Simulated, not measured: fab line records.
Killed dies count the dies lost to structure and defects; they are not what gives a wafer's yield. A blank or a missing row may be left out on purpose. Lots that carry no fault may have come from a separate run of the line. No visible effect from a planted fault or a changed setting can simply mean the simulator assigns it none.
Which tool was responsible? || flow nand-harc || Sampling: 14 lots, 40 wafers, 5 of 1159 route steps

== WHAT EACH GAUGE READ, for each wafer ==
NHARC_THIN_TSV_CD_MEAS_12 targets a cd of 1000 nm.
{"lot": "L662", "measured": "day 19 08:16", "on": "cd-sem-02", "cd-nm (nm)": "998.0 1002.6 999.2"}
{"lot": "L660", "measured": "day 19 09:55", "on": "cd-sem-03", "cd-nm (nm)": "1000.5 1004.2 1001.1"}
{"lot": "L663", "measured": "day 19 12:23", "on": "cd-sem-03", "cd-nm (nm)": "998.0 997.6 999.4"}
{"lot": "L664", "measured": "day 19 19:47", "on": "cd-sem-02", "cd-nm (nm)": "1000.4 998.0 1001.0"}
{"lot": "L667", "measured": "day 19 21:23", "on": "cd-sem-02", "cd-nm (nm)": "1001.9 1000.3 1002.5"}
{"lot": "L668", "measured": "day 21 01:34", "on": "cd-sem-03", "cd-nm (nm)": "1002.6 1003.2 1005.7"}
{"lot": "L670", "measured": "day 21 02:52", "on": "cd-sem-01", "cd-nm (nm)": "995.7 999.9 1002.8"}
{"lot": "L666", "measured": "day 21 05:53", "on": "cd-sem-01", "cd-nm (nm)": "997.7 997.0 1002.0"}
{"lot": "L669", "measured": "day 21 23:07", "on": "cd-sem-01", "cd-nm (nm)": "1001.9 1002.5 1000.8"}
{"lot": "L675", "measured": "day 23 10:49", "on": "cd-sem-03", "cd-nm (nm)": "1002.3 999.7"}
{"lot": "L676", "measured": "day 23 16:41", "on": "cd-sem-03", "cd-nm (nm)": "1001.1 1003.1"}
{"lot": "L679", "measured": "day 24 03:36", "on": "cd-sem-02", "cd-nm (nm)": "1003.7 998.7 1004.1"}
{"lot": "L683", "measured": "day 24 14:40", "on": "cd-sem-03", "cd-nm (nm)": "997.7 997.0 998.7"}
{"lot": "L681", "measured": "day 24 16:02", "on": "cd-sem-02", "cd-nm (nm)": "1004.0 998.6 1003.1"}

NHARC_END_SORT_01.
{"lot": "L662", "measured": "day 20 16:23", "on": "prober-01", "defect-limited-yield (%)": "95.3 97.2 96.8", "killed-at-array": "26 18 17", "killed-at-other": "1 0 0", "killed-at-periphery": "5 1 5", "killed-dies": "32 19 22", "killed-open": "3 5 6", "killed-short": "6 1 0", "sort_bin_2_pct (%)": "1.3 0.9 0.9", "sort_bin_3_pct (%)": "0.30 0.15 0.30", "sort_bin_4_pct (%)": "3.1 1.8 2.1", "sort-n-pass": "645 658 655", "sort-rim-yield-pct (%)": "97 93 92", "sort-yield-pct (%)": "95.3 97.2 96.8"}
{"lot": "L667", "measured": "day 21 01:08", "on": "prober-02", "defect-limited-yield (%)": "97.3 96.6 97.3", "killed-at-array": "16 18 17", "killed-at-other": "0 0 0", "killed-at-periphery": "2 5 1", "killed-dies": "18 23 18", "killed-open": "4 6 4", "killed-short": "4 2 2", "sort_bin_2_pct (%)": "0.9 0.7 1.2", "sort_bin_3_pct (%)": "0.15 0.15 0.15", "sort_bin_4_pct (%)": "1.6 2.5 1.3", "sort-n-pass": "659 654 659", "sort-rim-yield-pct (%)": "99 97 98", "sort-yield-pct (%)": "97.3 96.6 97.3"}
{"lot": "L668", "measured": "day 21 16:46", "on": "prober-02", "defect-limited-yield (%)": "94.4 95.9 94.8", "killed-at-array": "30 22 24", "killed-at-other": "0 1 2", "killed-at-periphery": "8 5 9", "killed-dies": "38 28 35", "killed-open": "2 2 7", "killed-short": "2 2 3", "sort_bin_2_pct (%)": "1.6 1.6 1.9", "sort_bin_3_pct (%)": "0.44 0.44 0.15", "sort_bin_4_pct (%)": "3.5 2.1 3.1", "sort-n-pass": "639 649 642", "sort-rim-yield-pct (%)": "95 92 98", "sort-yield-pct (%)": "94.4 95.9 94.8"}
{"lot": "L666", "measured": "day 22 00:25", "on": "prober-01", "defect-limited-yield (%)": "95.6 96.0 96.2", "killed-at-array": "24 26 25", "killed-at-other": "3 1 0", "killed-at-periphery": "3 0 1", "killed-dies": "30 27 26", "killed-open": "4 2 2", "killed-short": "2 3 2", "sort_bin_2_pct (%)": "1.3 1.3 1.2", "sort_bin_3_pct (%)": "0.44 0.15 0.15", "sort_bin_4_pct (%)": "2.7 2.5 2.5", "sort-n-pass": "647 650 651", "sort-rim-yield-pct (%)": "92 94 94", "sort-yield-pct (%)": "95.6 96.0 96.2"}
{"lot": "L679", "measured": "day 25 02:13", "on": "prober-02", "defect-limited-yield (%)": "96.2 95.9 95.3", "killed-at-array": "21 24 29", "killed-at-other": "0 1 0", "killed-at-periphery": "5 3 3", "killed-dies": "26 28 32", "killed-open": "1 3 4", "killed-short": "1 1 1", "sort_bin_2_pct (%)": "1.5 1.3 1.0", "sort_bin_3_pct (%)": "0 0.15 0.44", "sort_bin_4_pct (%)": "2.4 2.7 3.2", "sort-n-pass": "651 649 645", "sort-rim-yield-pct (%)": "92 94 92", "sort-yield-pct (%)": "96.2 95.9 95.3"}

== EACH LOT AND THE TOOL THAT RAN IT (in order: tool; ch and the chambers of the sampled wafers; start) ==
{"lot": "L662", "NHARC_THIN_TSV_CMP_01": "cmp-04 ch 1,3, day 19 06:55", "NHARC_THIN_TSV_DEGAS_49": "pvd-sputter-03, day 19 11:02", "NHARC_THIN_TSV_DESCUM_35": "rie-diel-02 ch 0,2, day 19 14:19"}
{"lot": "L660", "NHARC_THIN_TSV_CMP_01": "cmp-02 ch 1,2,3, day 19 08:37", "NHARC_THIN_TSV_DEGAS_49": "pvd-sputter-02, day 19 12:49", "NHARC_THIN_TSV_DESCUM_35": "rie-diel-01 ch 0,2,3, day 19 15:59"}
{"lot": "L663", "NHARC_THIN_TSV_CMP_01": "cmp-04 ch 0,1,2, day 19 11:07", "NHARC_THIN_TSV_DEGAS_49": "pvd-sputter-01, day 19 15:11", "NHARC_THIN_TSV_DESCUM_35": "rie-diel-12 ch 0,3, day 19 18:38"}
{"lot": "L664", "NHARC_THIN_TSV_CMP_01": "cmp-02 ch 1,2,3, day 19 18:36", "NHARC_THIN_TSV_DEGAS_49": "pvd-sputter-01, day 19 23:25", "NHARC_THIN_TSV_DESCUM_35": "rie-diel-01 ch 1,2,3, day 20 02:43"}
{"lot": "L667", "NHARC_THIN_TSV_CMP_01": "cmp-04 ch 0,2, day 19 20:13", "NHARC_THIN_TSV_DEGAS_49": "pvd-sputter-03, day 20 01:38", "NHARC_THIN_TSV_DESCUM_35": "rie-diel-02 ch 0,1,3, day 20 05:05"}
{"lot": "L668", "NHARC_THIN_TSV_CMP_01": "cmp-03 ch 0,1,3, day 21 00:17", "NHARC_THIN_TSV_DEGAS_49": "pvd-sputter-01, day 21 04:22", "NHARC_THIN_TSV_DESCUM_35": "rie-diel-12 ch 0,1,3, day 21 07:31"}
{"lot": "L670", "NHARC_THIN_TSV_CMP_01": "cmp-04 ch 2,3, day 21 01:29", "NHARC_THIN_TSV_DEGAS_49": "pvd-sputter-01, day 21 05:39", "NHARC_THIN_TSV_DESCUM_35": "rie-diel-12 ch 0,1,2, day 21 08:58"}
{"lot": "L666", "NHARC_THIN_TSV_CMP_01": "cmp-04 ch 0,1,2, day 21 04:38", "NHARC_THIN_TSV_DEGAS_49": "pvd-sputter-01, day 21 08:41", "NHARC_THIN_TSV_DESCUM_35": "rie-diel-12 ch 1,2,3, day 21 12:00"}
{"lot": "L669", "NHARC_THIN_TSV_CMP_01": "cmp-03 ch 1,2,3, day 21 21:50", "NHARC_THIN_TSV_DEGAS_49": "pvd-sputter-02, day 22 02:13", "NHARC_THIN_TSV_DESCUM_35": "rie-diel-01 ch 0,1,3, day 22 05:32"}
{"lot": "L675", "NHARC_THIN_TSV_CMP_01": "cmp-04 ch 0, day 23 09:38", "NHARC_THIN_TSV_DEGAS_49": "pvd-sputter-03, day 23 14:45", "NHARC_THIN_TSV_DESCUM_35": "rie-diel-01 ch 0,3, day 23 18:04"}
{"lot": "L676", "NHARC_THIN_TSV_CMP_01": "cmp-04 ch 1,3, day 23 15:22", "NHARC_THIN_TSV_DEGAS_49": "pvd-sputter-01, day 23 20:00", "NHARC_THIN_TSV_DESCUM_35": "rie-diel-01 ch 0,2, day 23 23:17"}
{"lot": "L679", "NHARC_THIN_TSV_CMP_01": "cmp-03 ch 1,3, day 24 02:25", "NHARC_THIN_TSV_DEGAS_49": "pvd-sputter-02, day 24 06:32", "NHARC_THIN_TSV_DESCUM_35": "rie-diel-01 ch 0,1,2, day 24 09:51"}
{"lot": "L683", "NHARC_THIN_TSV_CMP_01": "cmp-03 ch 0,1,2, day 24 13:30", "NHARC_THIN_TSV_DEGAS_49": "pvd-sputter-02, day 24 17:34", "NHARC_THIN_TSV_DESCUM_35": "rie-diel-12 ch 1,2, day 24 20:43"}
{"lot": "L681", "NHARC_THIN_TSV_CMP_01": "cmp-02 ch 0,2, day 24 14:42", "NHARC_THIN_TSV_DEGAS_49": "pvd-sputter-01, day 24 18:55", "NHARC_THIN_TSV_DESCUM_35": "rie-diel-12 ch 0,2,3, day 24 22:12"}
- NHARC_THIN_TSV_CMP_01: polishes.
- NHARC_THIN_TSV_DEGAS_49: time 120 s.
- NHARC_THIN_TSV_DESCUM_35: chemistry O2, time 3 s.

== WHAT THE TOOLS THEMSELVES READ (means of the sampled wafers that have a number; where no wafer has one, the mark that the record gives instead) ==
NHARC_THIN_TSV_CMP_01.
{"lot": "L662", "tool": "cmp-04", "motor-current-A (A)": 12.3, "retaining-ring-pressure-frac": 1.005}
{"lot": "L660", "tool": "cmp-02", "motor-current-A (A)": 12.2, "retaining-ring-pressure-frac": 0.996}
{"lot": "L663", "tool": "cmp-04", "motor-current-A (A)": 11.7, "retaining-ring-pressure-frac": 1.001}
{"lot": "L664", "tool": "cmp-02", "motor-current-A (A)": 12.0, "retaining-ring-pressure-frac": 0.994}
{"lot": "L667", "tool": "cmp-04", "motor-current-A (A)": 12.0, "retaining-ring-pressure-frac": 0.999}
{"lot": "L668", "tool": "cmp-03", "motor-current-A (A)": 11.1, "retaining-ring-pressure-frac": 0.997}
{"lot": "L670", "tool": "cmp-04", "motor-current-A (A)": 12.5, "retaining-ring-pressure-frac": 0.997}
{"lot": "L666", "tool": "cmp-04", "motor-current-A (A)": 12.1, "retaining-ring-pressure-frac": 0.998}
{"lot": "L669", "tool": "cmp-03", "motor-current-A (A)": 11.4, "retaining-ring-pressure-frac": 1.000}
{"lot": "L675", "tool": "cmp-04", "motor-current-A (A)": 12.6, "retaining-ring-pressure-frac": 1.007}
{"lot": "L676", "tool": "cmp-04", "motor-current-A (A)": 12.6, "retaining-ring-pressure-frac": 1.001}
{"lot": "L679", "tool": "cmp-03", "motor-current-A (A)": 11.6, "retaining-ring-pressure-frac": 1.005}
{"lot": "L683", "tool": "cmp-03", "motor-current-A (A)": 11.3, "retaining-ring-pressure-frac": 0.998}
{"lot": "L681", "tool": "cmp-02", "motor-current-A (A)": 12.7, "retaining-ring-pressure-frac": 0.995}

NHARC_THIN_TSV_DEGAS_49.
{"lot": "L662", "tool": "pvd-sputter-03", "heater-power-w (W)": 484}
{"lot": "L660", "tool": "pvd-sputter-02", "heater-power-w (W)": 523}
{"lot": "L663", "tool": "pvd-sputter-01", "heater-power-w (W)": 465}
{"lot": "L664", "tool": "pvd-sputter-01", "heater-power-w (W)": 505}
{"lot": "L667", "tool": "pvd-sputter-03", "heater-power-w (W)": 484}
{"lot": "L668", "tool": "pvd-sputter-01", "heater-power-w (W)": 511}
{"lot": "L670", "tool": "pvd-sputter-01", "heater-power-w (W)": 449}
{"lot": "L666", "tool": "pvd-sputter-01", "heater-power-w (W)": 488}
{"lot": "L669", "tool": "pvd-sputter-02", "heater-power-w (W)": 484}
{"lot": "L675", "tool": "pvd-sputter-03", "heater-power-w (W)": 488}
{"lot": "L676", "tool": "pvd-sputter-01", "heater-power-w (W)": 460}
{"lot": "L679", "tool": "pvd-sputter-02", "heater-power-w (W)": 521}
{"lot": "L683", "tool": "pvd-sputter-02", "heater-power-w (W)": 459}
{"lot": "L681", "tool": "pvd-sputter-01", "heater-power-w (W)": 475}

NHARC_THIN_TSV_DESCUM_35.
{"lot": "L662", "tool": "rie-diel-02", "drypump-motor-current-A (A)": 5.9, "oes-product-au (a.u.)": 1.010, "rf-vpp-V (V)": 58.3, "run-length-s (s)": 24.0, "showerhead-plenum-p-Torr (Torr)": 2.03, "throttle-valve-pct (%)": 11.313}
{"lot": "L660", "tool": "rie-diel-01", "drypump-motor-current-A (A)": 6.0, "oes-product-au (a.u.)": 0.999, "rf-vpp-V (V)": 57.9, "run-length-s (s)": 23.6, "showerhead-plenum-p-Torr (Torr)": 1.98, "throttle-valve-pct (%)": 11.315}
{"lot": "L663", "tool": "rie-diel-12", "drypump-motor-current-A (A)": 5.4, "oes-product-au (a.u.)": 0.987, "rf-vpp-V (V)": 57.3, "run-length-s (s)": 23.9, "showerhead-plenum-p-Torr (Torr)": 1.83, "throttle-valve-pct (%)": 11.307}
{"lot": "L664", "tool": "rie-diel-01", "drypump-motor-current-A (A)": 5.7, "oes-product-au (a.u.)": 0.992, "rf-vpp-V (V)": 57.7, "run-length-s (s)": 23.6, "showerhead-plenum-p-Torr (Torr)": 1.96, "throttle-valve-pct (%)": 11.314}
{"lot": "L667", "tool": "rie-diel-02", "drypump-motor-current-A (A)": 6.0, "oes-product-au (a.u.)": 1.008, "rf-vpp-V (V)": 57.8, "run-length-s (s)": 24.2, "showerhead-plenum-p-Torr (Torr)": 1.93, "throttle-valve-pct (%)": 11.307}
{"lot": "L668", "tool": "rie-diel-12", "drypump-motor-current-A (A)": 5.5, "oes-product-au (a.u.)": 0.994, "rf-vpp-V (V)": 57.7, "run-length-s (s)": 23.8, "showerhead-plenum-p-Torr (Torr)": 1.87, "throttle-valve-pct (%)": 11.320}
{"lot": "L670", "tool": "rie-diel-12", "drypump-motor-current-A (A)": 5.7, "oes-product-au (a.u.)": 0.992, "rf-vpp-V (V)": 57.9, "run-length-s (s)": 23.6, "showerhead-plenum-p-Torr (Torr)": 1.90, "throttle-valve-pct (%)": 11.311}
{"lot": "L666", "tool": "rie-diel-12", "drypump-motor-current-A (A)": 5.4, "oes-product-au (a.u.)": 0.984, "rf-vpp-V (V)": 56.6, "run-length-s (s)": 23.7, "showerhead-plenum-p-Torr (Torr)": 1.85, "throttle-valve-pct (%)": 11.314}
{"lot": "L669", "tool": "rie-diel-01", "drypump-motor-current-A (A)": 5.8, "oes-product-au (a.u.)": 0.985, "rf-vpp-V (V)": 58.3, "run-length-s (s)": 23.5, "showerhead-plenum-p-Torr (Torr)": 1.95, "throttle-valve-pct (%)": 11.306}
{"lot": "L675", "tool": "rie-diel-01", "drypump-motor-current-A (A)": 5.9, "oes-product-au (a.u.)": 0.986, "rf-vpp-V (V)": 58.8, "run-length-s (s)": 22.6, "showerhead-plenum-p-Torr (Torr)": 1.95, "throttle-valve-pct (%)": 11.309}
{"lot": "L676", "tool": "rie-diel-01", "drypump-motor-current-A (A)": 6.0, "oes-product-au (a.u.)": 0.993, "rf-vpp-V (V)": 58.2, "run-length-s (s)": 23.3, "showerhead-plenum-p-Torr (Torr)": 2.01, "throttle-valve-pct (%)": 11.316}
{"lot": "L679", "tool": "rie-diel-01", "drypump-motor-current-A (A)": 5.9, "oes-product-au (a.u.)": 0.978, "rf-vpp-V (V)": 58.3, "run-length-s (s)": 22.9, "showerhead-plenum-p-Torr (Torr)": 1.99, "throttle-valve-pct (%)": 11.319}
{"lot": "L683", "tool": "rie-diel-12", "drypump-motor-current-A (A)": 5.6, "oes-product-au (a.u.)": 0.992, "rf-vpp-V (V)": 57.5, "run-length-s (s)": 23.6, "showerhead-plenum-p-Torr (Torr)": 1.89, "throttle-valve-pct (%)": 11.314}
{"lot": "L681", "tool": "rie-diel-12", "drypump-motor-current-A (A)": 5.5, "oes-product-au (a.u.)": 0.977, "rf-vpp-V (V)": 57.0, "run-length-s (s)": 23.8, "showerhead-plenum-p-Torr (Torr)": 1.85, "throttle-valve-pct (%)": 11.305}

== THE ANSWER, worked out from the rows above alone ==
Rule: usual is defined by the lots themselves. The widest of any qualifying gaps counts: lots, ordered by their means at a reading, are off when they make up no more than a third of the lots, leave a main group of 4 or more, and stand apart from it by 3 or more times the standard deviation of that group's means. Not used: any main group whose means are identical at the precision the tables above print for the reading. A lot without any number at a reading at which 4 lots or more have one is off too. All remaining lots with rows at the step are treated as sound. First the gauges in route order, then the tools' own readings, where a lot's mean is used as printed above. At the first step where some lot is off, the reading lying furthest off is the one used; lots without a number count as furthest.
Off: L679 (NHARC_END_SORT_01, killed-short). The main group has a mean of 2.4 with a standard deviation of 0.14. Neither off nor sound, because the step has no rows for them: L660, L663, L664, L670, L669, L675, L676, L683, L681.
A tool fits if, at a process step before that reading, it ran every lot that is off, and no sound lot after the first of them. Those tools and the gauges at NHARC_END_SORT_01 are tried in the same way. Can't be told from this: 4 tools fit, cmp-03 at NHARC_THIN_TSV_CMP_01, pvd-sputter-02 at NHARC_THIN_TSV_DEGAS_49, rie-diel-01 at NHARC_THIN_TSV_DESCUM_35, prober-02 at NHARC_END_SORT_01.

== WHAT HAD BEEN PUT IN BY THE SIMULATOR ==
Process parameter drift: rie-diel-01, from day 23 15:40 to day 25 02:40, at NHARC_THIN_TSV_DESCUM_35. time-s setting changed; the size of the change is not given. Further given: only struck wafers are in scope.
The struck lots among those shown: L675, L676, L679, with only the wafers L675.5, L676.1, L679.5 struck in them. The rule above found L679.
